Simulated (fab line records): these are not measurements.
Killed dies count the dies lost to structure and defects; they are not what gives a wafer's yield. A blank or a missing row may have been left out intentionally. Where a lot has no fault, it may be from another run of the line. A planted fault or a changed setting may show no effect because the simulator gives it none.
Which tool is to blame? ; flow nand harc ; 10 lots, 30 wafers sampled, at 5 steps of a route of 1159

## WHAT THE GAUGES READ, wafer by wafer
NHARC_P_BONDPAD_CD_MEAS_09: target cd 500 nm.
lot;measured;on;cd nm (nm)
L586;day 6 08:59;cd sem-01;500.5 499.4 501.7
L587;day 6 10:56;cd sem-03;501.6 497.0 501.3
L588;day 6 22:33;cd sem-01;496.2 498.9 498.3
L589;day 7 01:57;cd sem-02;499.1 502.2 501.6
L590;day 7 14:23;cd sem-03;502.4 502.2 500.4
L591;day 7 15:22;cd sem-03;500.8 503.8 502.4
L592;day 7 22:38;cd sem-02;500.0 500.0 502.0
L600;day 9 22:16;cd sem-03;502.1 503.4 502.2
L603;day 10 18:55;cd sem-02;501.4 500.1 498.7
L605;day 10 23:40;cd sem-03;501.3 498.6 500.3

NHARC_END_SORT_01.
lot;measured;on;defect limited yield (%);killed at array;killed at other;killed at periphery;killed dies;killed open;killed short;sort_bin_2_pct (%);sort_bin_3_pct (%);sort_bin_4_pct (%);sort n pass;sort rim yield pct (%);sort yield pct (%)
L590;day 20 15:05;prober-01;94.1 94.5 96.6;36 32 21;0 0 1;4 5 1;40 37 23;8 6 2;2 1 1;1.9 2.1 1.2;0.30 0.30 0.15;3.7 3.1 2.1;637 640 654;86 94 93;94.1 94.5 96.6
L592;day 20 05:38;prober-01;95.9 97.6 97.5;27 13 17;0 0 0;1 3 0;28 16 17;8 3 1;4 0 2;1.3 0.6 1.3;0.15 0.15 0;2.7 1.6 1.2;649 661 660;91 93 97;95.9 97.6 97.5
L600;day 22 04:09;prober-01;95.7 94.8 95.3;26 29 25;0 0 1;3 6 6;29 35 32;4 4 7;9 4 4;1.0 1.8 1.3;0.30 0.44 0.44;3.0 3.0 3.0;648 642 645;90 93 91;95.7 94.8 95.3
L603;day 23 22:35;prober-02;93.9 92.9 94.4;39 44 35;1 0 0;1 4 3;41 48 38;2 6 2;1 2 4;2.2 2.5 1.9;0.44 0.15 0.15;3.4 4.4 3.5;636 629 639;92 91 92;93.9 92.9 94.4
L605;day 23 17:59;prober-01;97.5 95.9 97.6;15 23 9;0 1 1;2 4 6;17 28 16;1 1 1;1 5 1;0.4 1.3 1.0;0.30 0.44 0.15;1.8 2.4 1.2;660 649 661;96 96 98;97.5 95.9 97.6

## WHAT TOOL EACH LOT RAN ON (gives the tool, then ch and the chambers of the sampled wafers, and finally the start)
lot;NHARC_P_BONDPAD_ETCH_24;NHARC_P_BONDPAD_DEGAS_25;NHARC_P_BONDPAD_PVD_17
L586;rie diel-05 ch 0,2,3, day 6 10:11 or earlier;pvd sputter-02, day 6 10:11;pvd sputter-02, day 6 10:17
L587;rie diel-02 ch 1,2,3, day 6 12:05 or earlier;pvd sputter-01, day 6 12:05;pvd sputter-01, day 6 12:13
L588;rie diel-02 ch 0,1,2, day 6 23:41 or earlier;pvd sputter-02, day 6 23:41;pvd sputter-02, day 6 23:49
L589;rie diel-03 ch 0,1,3, day 7 03:07 or earlier;pvd sputter-02, day 7 03:07;pvd sputter-02, day 7 03:13
L590;rie diel-05 ch 1,2, day 7 15:37 or earlier;pvd sputter-02, day 7 15:37;pvd sputter-02, day 7 15:44
L591;rie diel-02 ch 0,1,3, day 7 16:32 or earlier;pvd sputter-03, day 7 16:32;pvd sputter-03, day 7 16:40
L592;rie diel-03 ch 0,1,2, day 7 23:50 or earlier;pvd sputter-02, day 7 23:50;pvd sputter-02, day 7 23:56
L600;rie diel-03 ch 0,2,3, day 9 23:26 or earlier;pvd sputter-03, day 9 23:26;pvd sputter-03, day 9 23:35
L603;rie diel-02 ch 0,3, day 10 20:08 or earlier;pvd sputter-02, day 10 20:08;pvd sputter-02, day 10 20:15
L605;rie diel-05 ch 1,2, day 11 00:49 or earlier;pvd sputter-01, day 11 00:49;pvd sputter-01, day 11 00:56
- NHARC_P_BONDPAD_ETCH_24: etches the open film in CF4/N2, target depth 30 nm, time 72.99 s.
- NHARC_P_BONDPAD_DEGAS_25: time 60 s.
- NHARC_P_BONDPAD_PVD_17: deposits TaN, target thk 5 nm, time 8.06 s.

## WHAT THE TOOLS THEMSELVES READ (means of the sampled wafers that have a number; where no wafer has one, the mark that the record gives instead)
NHARC_P_BONDPAD_ETCH_24.
lot;tool;chamber pressure mTorr (mTorr);drypump motor current A (A);oes product au (a.u.);rf fwd power W (W);rf vpp V (V);showerhead plenum p Torr (Torr);throttle valve pct (%)
L586;rie diel-05;29.990;5.4;1.008;297.3;315.3;2.67;19.796
L587;rie diel-02;30.016;5.7;0.987;298.4;312.8;2.53;19.788
L588;rie diel-02;30.022;5.8;0.991;299.4;313.2;2.58;19.791
L589;rie diel-03;30.001;5.7;0.988;297.1;311.5;2.50;19.796
L590;rie diel-05;29.966;6.0;0.993;298.6;314.5;2.65;19.792
L591;rie diel-02;29.981;5.7;0.989;298.1;313.5;2.61;19.789
L592;rie diel-03;30.023;5.4;0.983;298.1;311.5;2.49;19.792
L600;rie diel-03;29.975;5.6;0.997;298.0;311.8;2.49;19.796
L603;rie diel-02;29.999;5.7;1.005;298.2;313.9;2.59;19.793
L605;rie diel-05;29.968;6.3;0.998;296.8;313.9;2.63;19.802

NHARC_P_BONDPAD_DEGAS_25.
lot;tool;heater power w (W)
L586;pvd sputter-02;443
L587;pvd sputter-01;527
L588;pvd sputter-02;449
L589;pvd sputter-02;414
L590;pvd sputter-02;451
L591;pvd sputter-03;454
L592;pvd sputter-02;405
L600;pvd sputter-03;505
L603;pvd sputter-02;392
L605;pvd sputter-01;525

NHARC_P_BONDPAD_PVD_17.
lot;tool;throttle valve pct (%)
L586;pvd sputter-02;28.9
L587;pvd sputter-01;30.5
L588;pvd sputter-02;28.8
L589;pvd sputter-02;29.5
L590;pvd sputter-02;29.4
L591;pvd sputter-03;30.8
L592;pvd sputter-02;29.1
L600;pvd sputter-03;31.4
L603;pvd sputter-02;29.9
L605;pvd sputter-01;30.1

## THE ANSWER, worked out from the rows above alone
Rule: what is usual is taken from the lots themselves. Put in order of their means at a reading, lots are off if they are a third of the lots or fewer, leave a main group of 4 or more, and stand apart from it by a gap of 3 or more times the standard deviation of the main group's means; of several such gaps the widest counts. A main group whose means are all the same, to the digits that the tables above print for the reading, isn't used. Also off: a lot with no number at a reading for which 4 or more lots have one. All remaining lots with rows at the step are treated as sound. Order of review: gauges by route order, followed by the tools' own readings, for which a lot's mean as printed above is used. At the first step where some lot is off, the reading lying furthest off is the one used; lots without a number count as furthest.
Off, at NHARC_END_SORT_01 on killed short: L600. Main group: mean 2.0, sd 0.41. Neither off nor sound, because the step has no rows for them: L586, L587, L588, L589, L591.
If a tool, at a process step before that reading, ran all the lots that are off and no sound lot after the first of them, it fits. The gauges at NHARC_END_SORT_01 are tried like those tools. NHARC_P_BONDPAD_ETCH_24: start missing for some lots; hours and lot order therefore follow NHARC_P_BONDPAD_DEGAS_25. 2 tools fit, rie diel-03 at NHARC_P_BONDPAD_ETCH_24 and pvd sputter-03 at NHARC_P_BONDPAD_DEGAS_25 and NHARC_P_BONDPAD_PVD_17, so this cannot tell which one it is.

## WHAT THE SIMULATOR HAD INSERTED
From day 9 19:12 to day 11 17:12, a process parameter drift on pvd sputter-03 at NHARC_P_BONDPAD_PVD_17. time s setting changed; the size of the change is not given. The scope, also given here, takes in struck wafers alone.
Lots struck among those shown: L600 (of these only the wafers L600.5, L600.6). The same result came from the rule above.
